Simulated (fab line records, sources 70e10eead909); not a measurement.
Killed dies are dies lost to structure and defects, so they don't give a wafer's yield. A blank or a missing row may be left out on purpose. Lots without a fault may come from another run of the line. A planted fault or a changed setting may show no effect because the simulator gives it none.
A struck lot beside a sound one | flow nand_harc | 40 steps out of a route of 1302
Sound: wafers L716.1, L716.3, L716.6. Struck: wafers L726.2, L726.3, L726.4. The cause comes at the end.
At each step with rows: each side's tool, then ch and its chambers, then its first start. Under that, the readings that differ: sound wafers | struck wafers | difference of the means | sigmas: that difference in standard deviations of wafers without a fault.
alike: readings whose means differ by less than 2 such deviations, and words and numbers that are the same on both sides. not compared: withheld readings, readings that some wafer has no value for, bounds like >300 that may hide the same value, and numbers for which the record gives no deviation and whose values overlap.
The two part at a step that has a row with sigmas, a row that says differs or no value, or rows on one side only. Numbers that don't overlap but have no deviation are shown without sigmas and don't part them. A reading that every wafer of one side lacks parts them only if that side has two wafers or more.

first, 3 steps without rows for these wafers: NHARC_A_CHANNEL_HOLE_D1_STRIP_41 (strips in N2/H2); NHARC_A_CHANNEL_HOLE_D1_STRIP_42 (strips in CF4/CHF3); NHARC_A_CHANNEL_HOLE_D1_STRIP_43 (strips in O2/COS).
NHARC_A_CHANNEL_HOLE_D1_ETCH_44: etches the open film in CF4/O2, target depth 140 nm, overetch 14 nm, time 77 s.
  sound on rie_diel-10 ch 0,1,2, day 8 22:23; struck on rie_diel-02 ch 0,1,3, day 13 05:50
  alike: drypump_motor_current_A, oes_product_au, rf_vpp_V, showerhead_plenum_p_Torr, throttle_valve_pct
  not compared: rf_hours_counter_h
then, 3 steps without rows for these wafers: NHARC_A_CHANNEL_HOLE_D1_STRIP_27 (strips in O2); NHARC_A_CHANNEL_HOLE_D1_PRECLEAN_28 (cleans in SC1); NHARC_A_CHANNEL_HOLE_D1_SRD_29.
NHARC_A_CHANNEL_HOLE_D1_CD_MEAS_30:
  sound on cd_sem-02, day 8 23:10; struck on cd_sem-03, day 13 06:38
  alike: cd_nm
then, 1 step without rows for these wafers: NHARC_A_CHANNEL_HOLE_D1_XSEM_31.
NHARC_A_CHANNEL_HOLE_D1_INSPECT_40:
  sound on defect_inspect-01, day 8 23:21; struck on defect_inspect-02, day 13 06:50
  alike: raw_defect_count
then, 2 steps without rows for these wafers: NHARC_A_CHANNEL_FILL_D1_PRECLEAN_00 (cleans in SC1); NHARC_A_CHANNEL_FILL_D1_SRD_01.
NHARC_A_CHANNEL_FILL_D1_ALD_02: deposits SiO2, target thk 6 nm, pulse time 10 s, ald cycles 60.
  sound on ald_hk-01 ch 0,2,3, day 8 23:42; struck on ald_hk-04 ch 0,2,3, day 13 07:06
  reading    | sound    | struck   | difference | sigmas
  ald_cycles | 60 60 60 | 48 48 48 | -12        |
  alike: heater_power_w, precursor_pulse_height_rel
  not compared: since_wet_clean_h
NHARC_A_CHANNEL_FILL_D1_ALD_03: deposits SiNx, target thk 6 nm, pulse time 60 s, ald cycles 58.
  sound on ald_sin_batch-02 ch 0; struck on ald_sin_batch-01 ch 0
  alike: ald_cycles, precursor_pulse_height_rel
then, 7 steps without rows for these wafers: NHARC_A_CHANNEL_FILL_D1_ALD_14 (deposits SiO2, target thk 2.5 nm, pulse time 10 s, ald cycles 25); NHARC_A_CHANNEL_FILL_D1_ALD_15 (deposits SiNx, target thk 2 nm, pulse time 60 s, ald cycles 19); NHARC_A_CHANNEL_FILL_D1_ALD_16 (deposits SiO2, target thk 1.5 nm, pulse time 10 s, ald cycles 15); NHARC_A_CHANNEL_FILL_D1_ANNEAL_17 (time 1800 s); NHARC_A_CHANNEL_FILL_D1_CVD_18 (deposits poly-Si, target thk 3 nm); NHARC_A_CHANNEL_FILL_D1_ETCHBACK_19 (etches the open film in HBr/Cl2, target depth 5 nm, time 1.7 s); NHARC_A_CHANNEL_FILL_D1_ETCHBACK_20 (etches the open film in C4F8/O2/Ar, target depth 27 nm, time 13.5 s).
NHARC_A_CHANNEL_FILL_D1_STRIP_28: strips in O2, time 20 s.
  sound on rie_diel-12 ch 1,2, day 10 00:28; struck on rie_diel-13 ch 0,2,3, day 14 09:41
  alike: drypump_motor_current_A, oes_product_au, rf_vpp_V, showerhead_plenum_p_Torr, throttle_valve_pct
  not compared: rf_hours_counter_h
then, 5 steps without rows for these wafers: NHARC_A_CHANNEL_FILL_D1_PRECLEAN_21 (cleans in dHF, time 30 s); NHARC_A_CHANNEL_FILL_D1_SRD_23; NHARC_A_CHANNEL_FILL_D1_CVD_05 (deposits poly-Si, target thk 5 nm); NHARC_A_CHANNEL_FILL_D1_ANNEAL_22 (time 7200 s); NHARC_A_CHANNEL_FILL_D1_ALD_25 (deposits SiOx, target thk 60 nm, pulse time 10 s, ald cycles 600).
NHARC_A_CHANNEL_FILL_D1_ETCHBACK_08: etches the open film in C4F8, target depth 220 nm, time 110 s.
  sound on rie_diel-06 ch 0,1; struck on rie_diel-13 ch 1,2,3
  reading               | sound          | struck         | difference | sigmas
  oes_product_au (a.u.) | 1.00 0.99 1.00 | 0.92 0.94 0.92 | -0.07      | -2
  alike: rf_vpp_V
  not compared: rf_hours_counter_h
NHARC_A_CHANNEL_FILL_D1_STRIP_29: strips in O2, time 20 s.
  sound on rie_diel-06 ch 0,1; struck on rie_diel-13 ch 0,1,3
  alike: drypump_motor_current_A, oes_product_au, rf_vpp_V, showerhead_plenum_p_Torr, throttle_valve_pct
  not compared: rf_hours_counter_h
then, 5 steps without rows for these wafers: NHARC_A_CHANNEL_FILL_D1_PRECLEAN_30 (cleans in dHF, time 30 s); NHARC_A_CHANNEL_FILL_D1_SRD_31; NHARC_A_CHANNEL_FILL_D1_CVD_09 (deposits poly-Si, target thk 150 nm, time 3000 s); NHARC_A_CHANNEL_FILL_D1_CMP_10 (polishes, target thk 150 nm); NHARC_A_CHANNEL_FILL_D1_SRD_12.
NHARC_A_CHANNEL_FILL_D1_INSPECT_13:
  sound on defect_inspect-01, day 11 01:37; struck on defect_inspect-01, day 15 11:20
  alike: raw_defect_count
then, 4 steps without rows for these wafers: NHARC_A_DECK1_JOINT_ETCHBACK_07 (etches the open film in HBr, target depth 105 nm, time 26.9 s); NHARC_A_DECK1_JOINT_ETCH_25 (etches SiO2 in dHF, target depth 0.5 nm); NHARC_A_DECK1_JOINT_ETCH_19 (etches poly-Si in TMAH, target depth 3 nm); NHARC_A_DECK1_JOINT_ETCH_18 (etches SiO2 in dHF, target depth 3 nm).
-- the record jumps here: 14 days lie between the struck wafers' starts before and after (it left off in module A_DECK1_JOINT and takes up again in module END, whose first step shown is number 1301 of the route) --
NHARC_END_WLT_00:
  sound on prober-02, day 24 10:02; struck on prober-01, day 29 07:11
  reading            | sound             | struck            | difference | sigmas
  VT_DECK1_TOP       | 0.894 0.891 0.895 | 0.874 0.875 0.888 | -0.014     | -2
  VT_DECK2_TOP_INNER | 0.904 0.903 0.905 | 0.888 0.892 0.884 | -0.016     | -2
  alike: VT_DECK1_BOTTOM, VT_DECK1_BOTTOM_INNER, VT_DECK1_MEDIAN_NEAR_BOTTOM, VT_DECK1_MEDIAN_NEAR_BOTTOM_INNER, VT_DECK1_MIDDLE, VT_DECK1_MIDDLE_INNER, VT_DECK1_TOP_INNER, VT_DECK2_BOTTOM, VT_DECK2_BOTTOM_INNER, VT_DECK2_MEDIAN_NEAR_BOTTOM, VT_DECK2_MEDIAN_NEAR_BOTTOM_INNER, VT_DECK2_MIDDLE, VT_DECK2_MIDDLE_INNER, VT_DECK2_TOP

WHERE THEY PART
First at NHARC_A_CHANNEL_FILL_D1_ETCHBACK_08; last, within this record, at NHARC_END_WLT_00.

WHY: what the simulator had put in
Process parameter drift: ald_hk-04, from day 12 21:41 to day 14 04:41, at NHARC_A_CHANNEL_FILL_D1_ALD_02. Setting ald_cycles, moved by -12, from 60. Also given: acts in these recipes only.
